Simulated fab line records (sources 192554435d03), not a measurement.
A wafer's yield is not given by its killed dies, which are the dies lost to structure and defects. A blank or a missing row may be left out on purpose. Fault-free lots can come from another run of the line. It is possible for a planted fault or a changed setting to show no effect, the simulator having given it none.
fab line records    flow n5-finfet
record: lots: 24  wafers: 72  last-day: 19
route steps=1938 shown BEOL_M9@1458 BEOL_M10@1491
lots that met no fault: from a run of the same line without faults
start-h: hours from the record's opening day to when the first of the lot's shown wafers began    wait-h: time in hours since the lot's previous step    " identical to the entry in the row above    L1.1+2: one row covering several wafers at once    - no value, or no start given    * or withheld: withheld    < > ~ a bound
route shown NAME@n: NAME is a module with steps in the file, n the number in the route of the first one    usual: average and standard deviation across the fault-free wafers    same: alike in all rows    chamber/n: place in a boat    sites: per-site readings    _std_site: standard deviation of those values    _edge_site: mean of outer sites minus mean of inner sites    radius-mm: how far each site lies from the wafer's centre    mask NAME#n: copy n    behind: the most recent tool/chamber to have shaped the wafer    hold: why the lot went on hold/how many hours it stayed there/how the hold came to an end    device: whichever transistor did not switch (one of n, p or np)    end of line: the route-end tests of the same wafers    a step given without rows: its recipe and nothing more    killed: at the first sort, the dies lost to defects and structure; wafer yield is something else    map: the dies of a wafer, with x for killed, . for not killed, _ for no die there
set.NAME: the setting that was run; set.NAME@STEP: the one run at that earlier step    model.NAME: the simulator's own value behind a step, which no gauge read
route steps across a sampled set of lots; one table per step, one row per wafer
services: the hour from which a tool's chamber was out of use, counted from the record's first day as start-h (under 0 if before that day), plus the number of hours and why
== steps ==
step: N5_BEOL_M9_ALD_74
recipe: material: TaN  target-thk-a: 20  temp-c: 275  ald-precursor-family: PDMAT  ald-co-reactant: NH3  pressure-torr: 3  carrier-flow-sccm: 1500  pulse-time-s: 2  purge-time-s: 3  co-reactant-purge-time-s: 2  co-reactant-pulse-time-s: 3  ald-cycles: 40  precursor-vessel-temp-c: 75  precursor-vessel-pressure-torr: 26.25  precursor-vessel-carrier-sccm: 1000
usual: heater-power-w: 387/54
same: purge-time-s: 3
lot.wafer  tool          chamber  start-h  wait-h  heater-power-w  since-wet-clean-h
L076.2     ald-metal-02  0        248.72   0.0     361             1450
L076.3     "             1        "        "       302             1450
L076.6     "             1        "        "       302             -
L074.1     ald-metal-02  0        251.80   0.1     360             1453
L074.3     "             1        "        "       293             1453
L074.5     "             2        "        "       329             -
L075.1     ald-metal-04  1        255.87   0.0     378             2996
L075.4     "             0        "        "       374             2996
L075.6     "             2        "        "       359             -
L077.2     ald-metal-03  1        256.02   0.0     406             4534
L077.3     "             2        "        "       482             4534
L077.4     "             3        "        "       486             4534
L078.1     ald-metal-03  1        274.06   0.1     415             4552
L078.3     "             0        "        "       391             4552
L078.6     "             2        "        "       485             -
L080.1     ald-metal-04  1        279.55   0.1     380             3019
L080.3     "             2        "        "       356             3019
L080.4     "             3        "        "       367             3019
L079.2     ald-metal-02  2        279.91   0.2     336             1481
L079.3     "             0        "        "       362             1481
L079.5     "             3        "        "       439             -
L081.1     ald-metal-04  1        280.29   0.0     384             3020
L081.4     "             3        "        "       360             3020
L081.6     "             2        "        "       361             -
L082.1     ald-metal-04  0        287.45   0.0     371             3027
L082.3     "             1        "        "       378             3027
L082.6     "             0        "        "       382             -
L083.1     ald-metal-04  3        306.52   0.0     368             3046
L083.2     "             2        "        "       375             3046
L083.3     "             1        "        "       381             3046
L084.3     ald-metal-03  1        312.89   0.1     417             4591
L084.4     "             0        "        "       389             4591
L084.6     "             2        "        "       481             -
L087.1     ald-metal-02  2        321.90   0.0     332             1523
L087.4     "             3        "        "       443             1523
L087.5     "             0        "        "       370             -
L085.3     ald-metal-03  0        321.95   0.0     376             4600
L085.5     "             3        "        "       488             -
L085.6     "             2        "        "       495             -
L086.1     ald-metal-02  1        322.17   0.2     299             1523
L086.4     "             0        "        "       367             1523
L086.5     "             2        "        "       329             -
L091.1     ald-metal-04  0        351.77   0.0     372             3092
L091.4     "             3        "        "       361             3092
L091.6     "             2        "        "       362             -
L089.2     ald-metal-02  3        351.91   0.1     450             1553
L089.3     "             0        "        "       350             1553
L089.5     "             0        "        "       352             -
L090.1     ald-metal-04  0        352.25   0.0     365             3092
L090.3     "             2        "        "       359             3092
L090.6     "             0        "        "       364             -
L088.3     ald-metal-02  3        353.56   0.3     438             1555
L088.5     "             1        "        "       301             -
L088.6     "             2        "        "       335             -
L092.2     ald-metal-03  1        354.91   0.1     421             4633
L092.3     "             2        "        "       482             4633
L092.6     "             1        "        "       410             -
L094.3     ald-metal-04  3        367.01   0.0     364             3107
L094.5     "             0        "        "       365             -
L094.6     "             1        "        "       385             -
L093.1     ald-metal-02  0        367.24   0.0     364             1569
L093.3     "             1        "        "       301             1569
L093.5     "             3        "        "       440             -
L095.2     ald-metal-03  1        375.41   0.0     420             4654
L095.4     "             2        "        "       484             4654
L095.5     "             3        "        "       499             -
L097.1     ald-metal-04  3        384.21   0.0     371             3124
L097.3     "             0        "        "       381             3124
L097.4     "             1        "        "       363             3124
L096.3     ald-metal-02  0        384.28   0.0     370             1586
L096.4     "             1        "        "       302             1586
L096.5     "             2        "        "       330             -
step: N5_BEOL_M10_HM_OPEN_17
recipe: chemistry: Cl2/BCl3  target-depth-a: 200  overetch-a: 60  target: TiN  mask-material: SOC  ion-energy-ev: 150  pressure-mtorr: 10  icp-w: 1000  bias-w: 126  Cl2_flow_sccm: 53.25  bcl3-flow-sccm: 21.75  Ar_flow_sccm: 25
usual: drypump-motor-current-A: 5.7/0.59  oes_ar_750_au: 0.81/0.091  oes-product-au: 0.70/0.085  throttle-valve-pct: 22.13/0.22
lot.wafer  tool          chamber  start-h  wait-h  drypump-motor-current-A  oes_ar_750_au  oes-product-au  rf-hours-counter-h  throttle-valve-pct
L076.2     rie-metal-02  0        253.18   0.0     5.7                      0.82           0.72            21                  21.82
L076.3     "             0        "        "       5.7                      0.83           0.73            -                   21.84
L076.6     "             1        "        "       5.9                      0.61           0.57            -                   22.29
L074.1     rie-metal-02  0        256.22   0.0     5.7                      0.82           0.73            21                  21.82
L074.3     "             1        "        "       5.9                      0.61           0.55            -                   22.30
L074.5     "             0        "        "       5.7                      0.83           0.71            -                   21.82
L075.1     rie-metal-01  1        261.20   0.0     5.1                      0.61           0.52            114                 22.25
L075.4     "             1        "        "       5.1                      0.62           0.53            -                   22.24
L075.6     "             1        "        "       5.1                      0.62           0.53            -                   22.24
L077.2     rie-metal-03  1        261.21   0.0     5.1                      0.76           0.64            57                  21.96
L077.3     "             1        "        "       5.1                      0.76           0.63            -                   21.99
L077.4     "             0        "        "       5.3                      0.93           0.82            -                   22.17
L078.1     rie-metal-03  0        279.23   0.0     5.3                      0.92           0.81            2                   22.19
L078.3     "             1        "        "       5.1                      0.76           0.63            -                   21.98
L078.6     "             1        "        "       5.1                      0.76           0.63            -                   22.00
L079.2     rie-metal-01  0        284.51   0.1     6.7                      0.76           0.64            -                   22.46
L079.3     "             0        "        "       6.7                      0.77           0.65            -                   22.45
L079.5     "             0        "        "       6.7                      0.77           0.64            -                   22.48
L080.1     rie-metal-03  1        284.88   0.0     5.1                      0.76           0.63            59                  21.99
L080.3     "             1        "        "       5.2                      0.75           0.63            -                   21.99
L080.4     "             0        "        "       5.3                      0.90           0.79            -                   22.18
L081.1     rie-metal-03  1        285.38   0.0     5.1                      0.75           0.65            59                  21.97
L081.4     "             0        "        "       5.3                      0.91           0.80            -                   22.15
L081.6     "             1        "        "       5.2                      0.75           0.63            -                   21.99
L082.1     rie-metal-02  1        293.02   0.0     5.9                      0.61           0.55            111                 22.30
L082.3     "             0        "        "       5.6                      0.81           0.71            -                   21.83
L082.6     "             0        "        "       5.7                      0.81           0.71            -                   21.83
L083.1     rie-metal-01  1        312.48   0.1     5.1                      0.96           0.83            0                   21.99
L083.2     "             0        "        "       6.7                      0.75           0.63            57                  22.48
L083.3     "             0        "        "       6.7                      0.75           0.62            -                   22.49
L084.3     rie-metal-02  0        318.54   0.1     5.7                      0.81           0.70            -                   21.85
L084.4     "             0        "        "       5.7                      0.80           0.71            -                   21.83
L084.6     "             0        "        "       5.7                      0.80           0.72            -                   21.82
L087.1     rie-metal-03  0        326.67   0.0     5.3                      0.89           0.77            7                   22.20
L087.4     "             1        "        "       5.1                      0.75           0.62            -                   22.00
L087.5     "             0        "        "       5.3                      0.89           0.78            -                   22.18
L085.3     rie-metal-03  0        327.50   0.1     5.3                      0.88           0.78            -                   22.18
L085.5     "             1        "        "       5.1                      0.75           0.63            -                   21.99
L085.6     "             0        "        "       5.3                      0.88           0.78            -                   22.19
L086.1     rie-metal-03  0        327.56   0.1     5.3                      0.88           0.78            7                   22.19
L086.4     "             1        "        "       5.1                      0.75           0.63            -                   22.00
L086.5     "             1        "        "       5.1                      0.75           0.62            -                   22.01
L091.1     rie-metal-01  0        356.48   0.0     6.7                      0.74           0.62            61                  22.50
L091.4     "             0        "        "       6.7                      0.73           0.62            -                   22.50
L091.6     "             1        "        "       5.1                      0.91           0.77            -                   22.01
L089.2     rie-metal-01  1        357.08   0.0     5.1                      0.91           0.78            4                   22.01
L089.3     "             1        "        "       5.1                      0.91           0.76            -                   22.01
L089.5     "             1        "        "       5.1                      0.91           0.77            -                   22.03
L090.1     rie-metal-01  1        358.15   0.0     5.1                      0.90           0.78            4                   22.01
L090.3     "             0        "        "       6.7                      0.74           0.63            -                   22.49
L090.6     "             0        "        "       6.7                      0.74           0.63            -                   22.49
L088.3     rie-metal-02  0        358.44   0.1     5.7                      0.80           0.69            -                   21.86
L088.5     "             1        "        "       5.9                      0.93           0.84            -                   22.13
L088.6     "             0        "        "       5.7                      0.80           0.69            -                   21.87
L092.2     rie-metal-02  0        358.74   0.0     5.7                      0.80           0.69            30                  21.85
L092.3     "             0        "        "       5.6                      0.79           0.69            -                   21.85
L092.6     "             0        "        "       5.7                      0.80           0.69            -                   21.86
L094.3     rie-metal-02  1        371.19   0.1     5.9                      0.91           0.82            -                   22.14
L094.5     "             1        "        "       5.9                      0.91           0.82            -                   22.16
L094.6     "             0        "        "       5.7                      0.79           0.69            -                   21.84
L093.1     rie-metal-01  0        371.41   0.0     6.7                      0.74           0.63            62                  22.48
L093.3     "             1        "        "       5.1                      0.90           0.77            -                   22.00
L093.5     "             0        "        "       6.7                      0.74           0.63            -                   22.47
L095.2     rie-metal-02  0        380.58   0.0     5.6                      0.79           0.69            33                  21.84
L095.4     "             1        "        "       6.0                      0.89           0.81            -                   22.14
L095.5     "             1        "        "       5.9                      0.90           0.81            -                   22.16
L097.1     rie-metal-03  1        389.07   0.0     5.1                      0.74           0.61            68                  22.01
L097.3     "             1        "        "       5.1                      0.73           0.62            -                   22.02
L097.4     "             0        "        "       5.3                      0.85           0.75            -                   22.18
L096.3     rie-metal-01  0        389.34   0.1     6.7                      0.74           0.61            -                   22.51
L096.4     "             1        "        "       5.1                      0.89           0.76            -                   22.03
L096.5     "             1        "        "       5.1                      0.89           0.75            -                   22.02
step: N5_BEOL_M10_INSPECT_30
recipe: mode: adi  inspect-instrument: brightfield
usual: raw-defect-count: 429/100
lot.wafer  tool               chamber  start-h  wait-h  raw-defect-count
L076.2     defect-inspect-02  -        254.86   0.0     561
L076.3     "                  -        "        "       506
L076.6     "                  -        "        "       581
L074.1     defect-inspect-01  -        259.40   0.0     440
L074.3     "                  -        "        "       448
L074.5     "                  -        "        "       523
L077.2     defect-inspect-01  -        262.57   0.0     297
L077.3     "                  -        "        "       295
L077.4     "                  -        "        "       417
L075.1     defect-inspect-01  -        262.74   0.0     320
L075.4     "                  -        "        "       373
L075.6     "                  -        "        "       386
L078.1     defect-inspect-01  -        281.67   0.0     272
L078.3     "                  -        "        "       413
L078.6     "                  -        "        "       363
L079.2     defect-inspect-02  -        285.70   0.0     696
L079.3     "                  -        "        "       614
L079.5     "                  -        "        "       530
L080.1     defect-inspect-01  -        285.86   0.0     425
L080.3     "                  -        "        "       381
L080.4     "                  -        "        "       460
L081.1     defect-inspect-01  -        286.30   0.0     336
L081.4     "                  -        "        "       435
L081.6     "                  -        "        "       341
L082.1     defect-inspect-01  -        294.92   0.0     288
L082.3     "                  -        "        "       337
L082.6     "                  -        "        "       300
L083.1     defect-inspect-01  -        316.74   0.0     379
L083.2     "                  -        "        "       289
L083.3     "                  -        "        "       322
L084.3     defect-inspect-02  -        320.49   0.0     502
L084.4     "                  -        "        "       485
L084.6     "                  -        "        "       632
L087.1     defect-inspect-01  -        327.38   0.0     319
L087.4     "                  -        "        "       397
L087.5     "                  -        "        "       353
L085.3     defect-inspect-01  -        329.21   0.0     642
L085.5     "                  -        "        "       421
L085.6     "                  -        "        "       294
L086.1     defect-inspect-02  -        330.58   0.0     656
L086.4     "                  -        "        "       516
L086.5     "                  -        "        "       599
L091.1     defect-inspect-02  -        357.25   0.0     586
L091.4     "                  -        "        "       367
L091.6     "                  -        "        "       466
L090.1     defect-inspect-02  -        360.63   0.0     397
L090.3     "                  -        "        "       328
L090.6     "                  -        "        "       408
L089.2     defect-inspect-01  -        360.67   0.0     428
L089.3     "                  -        "        "       422
L089.5     "                  -        "        "       366
L088.3     defect-inspect-01  -        360.84   0.0     582
L088.5     "                  -        "        "       303
L088.6     "                  -        "        "       355
L092.2     defect-inspect-01  -        361.01   0.0     303
L092.3     "                  -        "        "       513
L092.6     "                  -        "        "       406
L094.3     defect-inspect-02  -        371.94   0.0     305
L094.5     "                  -        "        "       467
L094.6     "                  -        "        "       296
L093.1     defect-inspect-02  -        374.06   0.0     546
L093.3     "                  -        "        "       502
L093.5     "                  -        "        "       454
L095.2     defect-inspect-01  -        382.85   0.0     433
L095.4     "                  -        "        "       340
L095.5     "                  -        "        "       450
L097.1     defect-inspect-02  -        392.90   0.0     483
L097.3     "                  -        "        "       633
L097.4     "                  -        "        "       478
L096.3     defect-inspect-02  -        393.07   0.0     492
L096.4     "                  -        "        "       406
L096.5     "                  -        "        "       402
step: N5_BEOL_M10_CURE_72
recipe: temp-c: 370  time-s: 120  ambient: DMADMS/He  material: SiCOH_lowk
usual: lamp-power-pct: 52.30/0.061  wafer_temp_C_max: 371.6/0.67
lot.wafer  tool        chamber  start-h  wait-h  lamp-power-pct  wafer_temp_C_max
L076.2     uv-cure-01  0        255.85   0.2     52.37           371.8
L076.3     "           0        "        "       52.44           371.2
L076.6     "           0        "        "       52.34           371.4
L074.1     uv-cure-02  1        260.12   0.0     52.40           372.1
L074.3     "           1        "        "       52.34           371.9
L074.5     "           1        "        "       52.28           372.0
L077.2     uv-cure-02  2        263.34   0.1     52.30           371.1
L077.3     "           2        "        "       52.27           371.4
L077.4     "           2        "        "       52.31           371.7
L075.1     uv-cure-03  0        263.46   0.0     52.33           371.0
L075.4     "           0        "        "       52.30           370.9
L075.6     "           0        "        "       52.30           371.3
L078.1     uv-cure-02  2        282.63   0.3     52.30           371.6
L078.3     "           2        "        "       52.33           372.0
L078.6     "           2        "        "       52.25           371.9
L079.2     uv-cure-03  2        286.53   0.1     52.26           372.6
L079.3     "           2        "        "       52.25           371.9
L079.5     "           2        "        "       52.34           372.0
L080.1     uv-cure-01  1        286.68   0.1     52.28           371.7
L080.3     "           1        "        "       52.34           370.9
L080.4     "           1        "        "       52.31           372.1
L081.1     uv-cure-02  2        287.45   0.0     52.40           371.6
L081.4     "           2        "        "       52.25           372.6
L081.6     "           2        "        "       52.29           372.2
L082.1     uv-cure-01  2        295.64   0.0     52.27           370.7
L082.3     "           2        "        "       52.25           370.8
L082.6     "           2        "        "       52.29           370.6
L083.1     uv-cure-02  2        317.47   0.0     52.27           372.6
L083.2     "           2        "        "       52.39           372.0
L083.3     "           2        "        "       52.32           371.8
L084.3     uv-cure-01  2        321.55   0.1     52.44           370.6
L084.4     "           2        "        "       52.36           370.7
L084.6     "           2        "        "       52.26           370.9
L087.1     uv-cure-02  0        328.15   0.0     52.33           372.4
L087.4     "           0        "        "       52.36           372.1
L087.5     "           0        "        "       52.32           372.0
L085.3     uv-cure-01  1        330.03   0.1     52.31           371.7
L085.5     "           1        "        "       52.32           371.6
L085.6     "           1        "        "       52.38           372.2
L086.1     uv-cure-01  0        331.31   0.0     52.31           371.1
L086.4     "           0        "        "       52.33           371.0
L086.5     "           0        "        "       52.30           371.1
L091.1     uv-cure-01  2        358.57   0.0     52.24           371.0
L091.4     "           2        "        "       52.24           371.0
L091.6     "           2        "        "       52.40           370.9
L090.1     uv-cure-01  1        361.48   0.0     52.38           372.4
L090.3     "           1        "        "       52.33           371.6
L090.6     "           1        "        "       52.32           372.4
L089.2     uv-cure-01  0        361.83   0.2     52.25           371.5
L089.3     "           0        "        "       52.35           371.1
L089.5     "           0        "        "       52.36           370.8
L088.3     uv-cure-02  2        361.91   0.2     52.26           372.2
L088.5     "           2        "        "       52.20           372.1
L088.6     "           2        "        "       52.21           372.0
L092.2     uv-cure-03  0        362.48   0.2     52.36           370.9
L092.3     "           0        "        "       52.34           371.0
L092.6     "           0        "        "       52.33           370.9
L094.3     uv-cure-02  0        372.83   0.1     52.25           372.4
L094.5     "           0        "        "       52.31           371.8
L094.6     "           0        "        "       52.28           372.6
L093.1     uv-cure-02  2        375.01   0.0     52.30           371.6
L093.3     "           2        "        "       52.32           372.3
L093.5     "           2        "        "       52.22           371.2
L095.2     uv-cure-01  2        383.78   0.2     52.37           370.6
L095.4     "           2        "        "       52.35           370.7
L095.5     "           2        "        "       52.25           371.0
L097.1     uv-cure-02  1        393.63   0.0     52.30           372.0
L097.3     "           1        "        "       52.22           371.9
L097.4     "           1        "        "       52.30           371.9
L096.3     uv-cure-03  0        393.98   0.2     52.23           370.4
L096.4     "           0        "        "       52.31           370.4
L096.5     "           0        "        "       52.30           370.7
step: N5_BEOL_M10_SPUTTER_48
recipe: material: Cu  target-thk-a: 120  temp-c: -20  bias-v: 60  power-w: 26000  chamber-pressure-pa: 0.13  time-s: 2
usual: throttle-valve-pct: 30.1/1.1
lot.wafer  tool            chamber  start-h  wait-h  throttle-valve-pct
L076.2     pvd-sputter-01  -        256.98   0.1     30.5
L076.3     "               -        "        "       31.6
L076.6     "               -        "        "       31.5
L074.1     pvd-sputter-02  -        261.32   0.3     28.9
L074.3     "               -        "        "       29.7
L074.5     "               -        "        "       30.2
L077.2     pvd-sputter-01  -        264.51   0.1     31.5
L077.3     "               -        "        "       30.5
L077.4     "               -        "        "       31.4
L075.1     pvd-sputter-02  -        264.60   0.1     29.4
L075.4     "               -        "        "       28.9
L075.6     "               -        "        "       29.6
L078.1     pvd-sputter-03  -        283.88   0.1     30.2
L078.3     "               -        "        "       30.2
L078.6     "               -        "        "       30.0
L079.2     pvd-sputter-03  -        287.97   0.1     30.4
L079.3     "               -        "        "       29.9
L079.5     "               -        "        "       30.1
L080.1     pvd-sputter-01  -        287.99   0.1     31.5
L080.3     "               -        "        "       31.5
L080.4     "               -        "        "       31.6
L081.1     pvd-sputter-01  -        290.13   1.5     31.4
L081.4     "               -        "        "       31.6
L081.6     "               -        "        "       31.3
L082.1     pvd-sputter-02  -        298.54   0.1     30.3
L082.3     "               -        "        "       28.4
L082.6     "               -        "        "       30.4
L083.1     pvd-sputter-01  -        318.78   0.1     31.5
L083.2     "               -        "        "       30.5
L083.3     "               -        "        "       31.4
L084.3     pvd-sputter-03  -        322.65   0.1     28.1
L084.4     "               -        "        "       30.3
L084.6     "               -        "        "       30.0
L087.1     pvd-sputter-03  -        329.84   0.1     30.1
L087.4     "               -        "        "       29.9
L087.5     "               -        "        "       30.5
L085.3     pvd-sputter-01  -        331.90   0.1     31.5
L085.5     "               -        "        "       31.2
L085.6     "               -        "        "       31.4
L086.1     pvd-sputter-03  -        332.56   0.1     29.2
L086.4     "               -        "        "       30.3
L086.5     "               -        "        "       28.1
L091.1     pvd-sputter-03  -        361.13   0.2     30.1
L091.4     "               -        "        "       30.2
L091.6     "               -        "        "       30.0
L090.1     pvd-sputter-02  -        362.59   0.1     30.3
L090.3     "               -        "        "       28.8
L090.6     "               -        "        "       28.4
L089.2     pvd-sputter-02  -        362.75   0.1     30.4
L089.3     "               -        "        "       29.0
L089.5     "               -        "        "       29.7
L088.3     pvd-sputter-01  -        364.55   1.7     31.3
L088.5     "               -        "        "       31.6
L088.6     "               -        "        "       31.5
L092.2     pvd-sputter-02  -        365.87   0.4     28.8
L092.3     "               -        "        "       29.4
L092.6     "               -        "        "       30.1
L094.3     pvd-sputter-01  -        375.43   0.1     30.5
L094.5     "               -        "        "       31.4
L094.6     "               -        "        "       30.6
L093.1     pvd-sputter-03  -        376.45   0.2     28.3
L093.3     "               -        "        "       30.3
L093.5     "               -        "        "       29.7
L095.2     pvd-sputter-02  -        385.20   0.1     28.8
L095.4     "               -        "        "       28.6
L095.5     "               -        "        "       28.8
L097.1     pvd-sputter-02  -        395.11   0.2     28.5
L097.3     "               -        "        "       28.9
L097.4     "               -        "        "       29.7
L096.3     pvd-sputter-01  -        397.22   1.7     31.3
L096.4     "               -        "        "       31.5
L096.5     "               -        "        "       30.6
step: N5_BEOL_M10_INSPECT_58
recipe: inspect-instrument: darkfield  mode: post-dep
usual: raw-defect-count: 76/25
lot.wafer  tool               chamber  start-h  wait-h  raw-defect-count
L076.2     defect-inspect-02  -        258.50   0.0     71
L076.3     "                  -        "        "       86
L076.6     "                  -        "        "       167
L074.1     defect-inspect-01  -        262.34   0.0     75
L074.3     "                  -        "        "       49
L074.5     "                  -        "        "       35
L077.2     defect-inspect-02  -        265.80   0.0     110
L077.3     "                  -        "        "       104
L077.4     "                  -        "        "       111
L075.1     defect-inspect-01  -        266.15   0.0     65
L075.4     "                  -        "        "       42
L075.6     "                  -        "        "       66
L078.1     defect-inspect-01  -        285.52   0.0     48
L078.3     "                  -        "        "       57
L078.6     "                  -        "        "       71
L079.2     defect-inspect-02  -        289.33   0.0     135
L079.3     "                  -        "        "       115
L079.5     "                  -        "        "       87
L080.1     defect-inspect-02  -        289.64   0.0     132
L080.3     "                  -        "        "       95
L080.4     "                  -        "        "       86
L081.1     defect-inspect-01  -        291.66   0.0     72
L081.4     "                  -        "        "       83
L081.6     "                  -        "        "       81
L082.1     defect-inspect-01  -        299.76   0.0     157
L082.3     "                  -        "        "       82
L082.6     "                  -        "        "       60
L083.1     defect-inspect-02  -        319.76   0.0     62
L083.2     "                  -        "        "       64
L083.3     "                  -        "        "       84
L084.3     defect-inspect-02  -        324.20   0.0     56
L084.4     "                  -        "        "       67
L084.6     "                  -        "        "       115
L087.1     defect-inspect-01  -        330.85   0.0     68
L087.4     "                  -        "        "       87
L087.5     "                  -        "        "       70
L085.3     defect-inspect-02  -        332.97   0.0     55
L085.5     "                  -        "        "       76
L085.6     "                  -        "        "       86
L086.1     defect-inspect-02  -        333.96   0.0     68
L086.4     "                  -        "        "       60
L086.5     "                  -        "        "       38
L091.1     defect-inspect-01  -        362.13   0.0     98
L091.4     "                  -        "        "       54
L091.6     "                  -        "        "       96
L090.1     defect-inspect-01  -        363.62   0.0     65
L090.3     "                  -        "        "       75
L090.6     "                  -        "        "       79
L089.2     defect-inspect-01  -        364.19   0.0     59
L089.3     "                  -        "        "       52
L089.5     "                  -        "        "       63
L088.3     defect-inspect-01  -        365.53   0.0     58
L088.5     "                  -        "        "       54
L088.6     "                  -        "        "       85
L092.2     defect-inspect-02  -        366.85   0.0     78
L092.3     "                  -        "        "       66
L092.6     "                  -        "        "       86
L094.3     defect-inspect-01  -        376.84   0.0     90
L094.5     "                  -        "        "       60
L094.6     "                  -        "        "       91
L093.1     defect-inspect-02  -        378.07   0.0     94
L093.3     "                  -        "        "       72
L093.5     "                  -        "        "       99
L095.2     defect-inspect-02  -        386.92   0.0     70
L095.4     "                  -        "        "       86
L095.5     "                  -        "        "       76
L097.1     defect-inspect-01  -        396.32   0.0     59
L097.3     "                  -        "        "       66
L097.4     "                  -        "        "       78
L096.3     defect-inspect-02  -        398.41   0.0     52
L096.4     "                  -        "        "       41
L096.5     "                  -        "        "       57
== services ==
tool          chamber  start-h  hours  kind
rie-metal-03  0        228.32   -      clean
rie-metal-03  0        228.32   20.4   scheduled-down
rie-metal-03  0        228.32   20.4   vent-cycle
rie-metal-01  -        230.37   28.1   pm
ald-metal-02  3        232.45   10.4   repair
uv-cure-01    -        259.51   2.1    pm
rie-metal-03  -        264.87   4.7    repair
uv-cure-03    -        272.28   3.4    pm
ald-metal-02  1        280.75   5.6    repair
rie-metal-01  1        281.36   -      clean
rie-metal-01  1        281.36   26.6   scheduled-down
rie-metal-01  1        281.36   26.6   vent-cycle
uv-cure-02    -        286.38   1.0    pm
uv-cure-03    -        304.09   6.0    pm
rie-metal-03  1        308.86   17.4   repair
rie-metal-02  1        310.12   -      clean
rie-metal-02  1        310.12   24.6   scheduled-down
rie-metal-02  1        310.12   24.6   vent-cycle
uv-cure-03    -        311.70   3.2    repair
ald-metal-04  3        386.44   10.5   repair
== key ==
fault none
